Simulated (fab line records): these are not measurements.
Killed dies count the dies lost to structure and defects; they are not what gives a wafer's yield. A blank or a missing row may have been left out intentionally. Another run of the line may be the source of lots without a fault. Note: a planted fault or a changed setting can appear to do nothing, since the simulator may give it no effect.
Split-lot trial | flow n5Finfet | route with 1938 steps; 7 lots, 21 wafers read

## THE SPLIT ITSELF
At N5_BEOL_M14_COAT_58 (time 60 s, resist thk 89 nm), the setting spinRpm was moved away from the recipe's 1500 rpm on 5 of the 21 wafers read, by -4.5% to +5.3%. For the rest of the wafers, this setting stayed at what the recipe calls for.

## FROM THE SPLIT TO THE READING: what the file shows between them, 6 steps
- N5_BEOL_M14_EXPOSE_07: exposes mask V13 (also split here: doseMj)
- N5_BEOL_M14_PEB_08: peb time 90 s
- N5_BEOL_M14_DEVELOP_09: develop time 45 s
- N5_BEOL_M14_HARDBAKE_14: time 120 s
- N5_BEOL_M14_CD_MEAS_10: target cd 250 nm
- N5_BEOL_M14_DESCUM_15: chemistry O2, time 7.9 s

## THE READING
etch.depthNm (the simulator's own value, which no gauge read), in nm, at N5_BEOL_M14_ETCH_59 (etches BARC in N2/H2, target depth 89 nm, overetch 26.7 nm, time 67.9 s). No usual value for it is given in the file. Here, 16 wafers ran the recipe; their average is 88.98 nm with a standard deviation of 0.2 nm.

wafer  | tool, chamber at the split | spinRpm as run, rpm | against the recipe | etch.depthNm, nm | against lot-mates on the recipe
L077.1 | lithoTrack-02, 0           | 1500                | recipe             | 89.04            | -
L077.3 | lithoTrack-02, 0           | 1500                | recipe             | 88.9             | -
L077.5 | lithoTrack-02, 0           | 1500                | recipe             | 88.72            | -
L082.1 | lithoTrack-05, 0           | 1580                | +5.3%              | 86.68            | -2.33
L082.3 | lithoTrack-05, 0           | 1500                | recipe             | 89.23            | -
L082.5 | lithoTrack-05, 0           | 1500                | recipe             | 88.8             | -
L087.2 | lithoTrack-03, 0           | 1456                | -2.9%              | 90.43            | +1.31
L087.3 | lithoTrack-03, 0           | 1500                | recipe             | 89.12            | -
L087.5 | lithoTrack-03, 0           | 1456                | -2.9%              | 90.42            | +1.30
L092.3 | lithoTrack-02, 0           | 1500                | recipe             | 88.86            | -
L092.4 | lithoTrack-02, 0           | 1500                | recipe             | 88.93            | -
L092.6 | lithoTrack-02, 0           | 1500                | recipe             | 88.98            | -
L094.1 | lithoTrack-02, 0           | 1500                | recipe             | 88.9             | -
L094.3 | lithoTrack-02, 0           | 1500                | recipe             | 89.31            | -
L094.4 | lithoTrack-02, 0           | 1500                | recipe             | 89.38            | -
L095.1 | lithoTrack-05, 0           | 1500                | recipe             | 88.98            | -
L095.2 | lithoTrack-05, 0           | 1500                | recipe             | 89.05            | -
L095.3 | lithoTrack-05, 0           | 1548                | +3.2%              | 87.49            | -1.53
L097.3 | lithoTrack-05, 0           | 1500                | recipe             | 88.93            | -
L097.4 | lithoTrack-05, 0           | 1433                | -4.5%              | 90.93            | +2.17
L097.6 | lithoTrack-05, 0           | 1500                | recipe             | 88.59            | -

THE FIT
A straight line over all 21 wafers: etch.depthNm changes by -0.451 nm for each +1% of spinRpm; r = -0.98; the points scatter about the line by 0.19 nm.
The same after taking each lot's own level away (the mean of its wafers on the recipe; 21 wafers): -0.457 nm for each +1%; r = -0.99; scatter 0.14 nm.
Per that fit: largest spinRpm move, reading shift of 2.4 nm.
The lots' own levels span 88.760 to 89.197 nm, that is 2.2 times the standard deviation above.
Consequently the slope shifts little with the lot-to-lot level, the two slopes agreeing.
Check: -2.51 nm against its lot-mates is what the line predicts for one of the wafers moved furthest among these (+5.3%) when that wafer is left out of the fit. Against them it came out at -2.33 nm.

## THE OTHER SPLITS THESE WAFERS WENT THROUGH
Before the reading, these wafers also passed through other splits. Each is held against what the fit with the lots' levels taken away leaves over:
other split on the same wafers     | wafers away from the commonest value | r with etch.depthNm (lot level and that fit taken away)
N5_BEOL_M9_EXPOSE_25 doseMj        | 11                                   | +0.15
N5_BEOL_M11_ILD_DEP_00 timeS       | 8                                    | +0.09
N5_BEOL_M11_COAT_05 spinRpm        | 8                                    | +0.09
N5_BEOL_M11_TRENCH_ETCH_37 sourceW | 4                                    | -0.27
N5_BEOL_M11_ETCH_41 timeS          | 8                                    | +0.15
N5_BEOL_M12_COAT_22 spinRpm        | 2                                    | -0.02
N5_BEOL_M12_ETCH_68 timeS          | 4                                    | +0.07
N5_BEOL_M14_EXPOSE_07 doseMj       | 4                                    | +0.04

## THE WHOLE CHAIN: every reading that the file lists as answering this split, in the file's order
step                | what it does                                                            | reading                                                                         | change (the file's fit)               | r (the file's)
N5_BEOL_M14_COAT_58 | time 60 s, resist thk 89 nm                                             | BARC_of_BEOL_M14_COAT_58.thkNm (the simulator's own value, which no gauge read) | -0.465 nm for each +1% of the setting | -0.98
N5_BEOL_M14_ETCH_59 | etches BARC in N2/H2, target depth 89 nm, overetch 26.7 nm, time 67.9 s | etch.depthNm (the simulator's own value, which no gauge read)                   | -0.46 nm for each +1% of the setting  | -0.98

## THE FILE'S OWN FIT
etch.depthNm changes by -0.46 nm for each +1% of spinRpm, r = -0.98.
